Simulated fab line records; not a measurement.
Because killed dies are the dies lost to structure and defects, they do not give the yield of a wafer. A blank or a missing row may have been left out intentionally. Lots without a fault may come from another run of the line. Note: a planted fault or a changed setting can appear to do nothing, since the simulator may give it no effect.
Split-lot study | flow n5Finfet | on a route of 1938 steps: 7 lots, 21 wafers read

== ABOUT THE SPLIT ==
At N5_BEOL_M10_COAT_63 (time 60 s, resist thk 100 nm), the setting spinRpm was moved away from the recipe's 1500 rpm on 10 of the 21 wafers read, by -11.2% to +9.1%. All remaining wafers had this setting at the recipe value.

== FROM THE SPLIT TO THE READING: what the file shows between them, 7 steps ==
- N5_BEOL_M10_COAT_64: time 60 s, resist thk 30 nm (also split here: spinRpm)
- N5_BEOL_M10_COAT_22: resist thk 90 nm
- N5_BEOL_M10_EBR_24
- N5_BEOL_M10_DESCUM_33: chemistry O2, time 7.9 s
- N5_BEOL_M10_ETCH_65: etches SiARC in CF4, target depth 39 nm, time 65 s
- N5_BEOL_M10_ETCH_66: etches SOC in N2/H2, target depth 120 nm, overetch 24 nm, time 180 s
- N5_BEOL_M10_STRIP_69: strips in N2/H2

== THE READING ==
SOC_of_BEOL_M10_COAT_63.thkNm (the simulator's own value, which no gauge read), in nm, at N5_BEOL_M10_VIA_ETCH_34 (etches SiCOH lowk in C4F6/O2, target depth 184.5 nm, time 69.2 s). There is no usual value for it anywhere in the file. Average 91.7 nm, standard deviation 0.29 nm, over the 11 wafers here run with the recipe.

wafer  | tool, chamber at the split | spinRpm as run, rpm | against the recipe | SOC_of_BEOL_M10_COAT_63.thkNm, nm | against lot-mates on the recipe
L077.1 | lithoTrack-01, 0           | 1500                | recipe             | 91.8                              | -
L077.5 | lithoTrack-01, 0           | 1637                | +9.1%              | 87.6                              | -4.2
L077.6 | lithoTrack-01, 0           | 1637                | +9.1%              | 87.2                              | -4.6
L074.1 | lithoTrack-02, 0           | 1574                | +4.9%              | 89.8                              | -1.8
L074.3 | lithoTrack-02, 0           | 1574                | +4.9%              | 89.2                              | -2.4
L074.4 | lithoTrack-02, 0           | 1500                | recipe             | 91.6                              | -
L079.3 | lithoTrack-01, 0           | 1418                | -5.5%              | 94.6                              | +3.0
L079.5 | lithoTrack-01, 0           | 1418                | -5.5%              | 94.6                              | +3.0
L079.4 | lithoTrack-01, 0           | 1500                | recipe             | 91.6                              | -
L083.1 | lithoTrack-02, 0           | 1500                | recipe             | 92.2                              | -
L083.2 | lithoTrack-02, 0           | 1332                | -11.2%             | 98.4                              | +6.2
L083.4 | lithoTrack-02, 0           | 1332                | -11.2%             | 98.2                              | +6.0
L091.2 | lithoTrack-01, 0           | 1500                | recipe             | 91.4                              | -
L091.5 | lithoTrack-01, 0           | 1333                | -11.1%             | 97.4                              | +6.0
L091.6 | lithoTrack-01, 0           | 1333                | -11.1%             | 97.2                              | +5.8
L094.1 | lithoTrack-02, 0           | 1500                | recipe             | 91.8                              | -
L094.3 | lithoTrack-02, 0           | 1500                | recipe             | 92                                | -
L094.6 | lithoTrack-02, 0           | 1500                | recipe             | 92                                | -
L092.2 | lithoTrack-01, 0           | 1500                | recipe             | 91.2                              | -
L092.3 | lithoTrack-01, 0           | 1500                | recipe             | 91.4                              | -
L092.4 | lithoTrack-01, 0           | 1500                | recipe             | 91.8                              | -

FIT RESULTS
A straight line over all 21 wafers: SOC_of_BEOL_M10_COAT_63.thkNm changes by -0.517 nm for each +1% of spinRpm; r = -0.99; the points scatter about the line by 0.38 nm.
The same after taking each lot's own level away (the mean of its wafers on the recipe; 21 wafers): -0.514 nm for each +1%; r = -1.00; scatter 0.23 nm.
According to that fit, moving spinRpm by its largest amount changes the reading by 5.8 nm.
Across the lots, their own levels run from 91.40 to 92.20 nm, a range of 2.8 times the standard deviation given above.
The two slopes are in agreement: the lot-to-lot level therefore moves the slope only a little.
Check: +5.83 nm against its lot-mates is what the line predicts for one of the wafers moved furthest among these (-11.2%) when that wafer is left out of the fit. It came out at +6.2 nm against them.

== THE OTHER SPLITS THESE WAFERS WENT THROUGH ==
Note: prior to the reading, these wafers also went through further splits. Each is held against what the fit with the lots' levels taken away leaves over:
other split on the same wafers | wafers away from the commonest value | r with SOC_of_BEOL_M10_COAT_63.thkNm (lot level and that fit taken away)
N5_BEOL_M8_ETCH_65 sourceW     | 9                                    | +0.12
N5_BEOL_M9_PECVD_70 timeS      | 5                                    | +0.05
N5_BEOL_M10_COAT_64 spinRpm    | 11                                   | -0.15

== THE WHOLE CHAIN: every reading that the file lists as answering this split, in the file's order ==
step                    | what it does                                                         | reading                                                                        | change (the file's fit)               | r (the file's)
N5_BEOL_M10_COAT_63     | time 60 s, resist thk 100 nm                                         | SOC_of_BEOL_M10_COAT_63.thkNm (the simulator's own value, which no gauge read) | -0.526 nm for each +1% of the setting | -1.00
N5_BEOL_M10_ETCH_66     | etches SOC in N2/H2, target depth 120 nm, overetch 24 nm, time 180 s | etch.depthNm (the simulator's own value, which no gauge read)                  | -0.529 nm for each +1% of the setting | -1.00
N5_BEOL_M10_VIA_ETCH_34 | etches SiCOH lowk in C4F6/O2, target depth 184.5 nm, time 69.2 s     | SOC_of_BEOL_M10_COAT_63.thkNm (the simulator's own value, which no gauge read) | -0.519 nm for each +1% of the setting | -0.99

== THE FILE'S OWN FIT ==
SOC_of_BEOL_M10_COAT_63.thkNm changes by -0.519 nm for each +1% of spinRpm, r = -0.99.
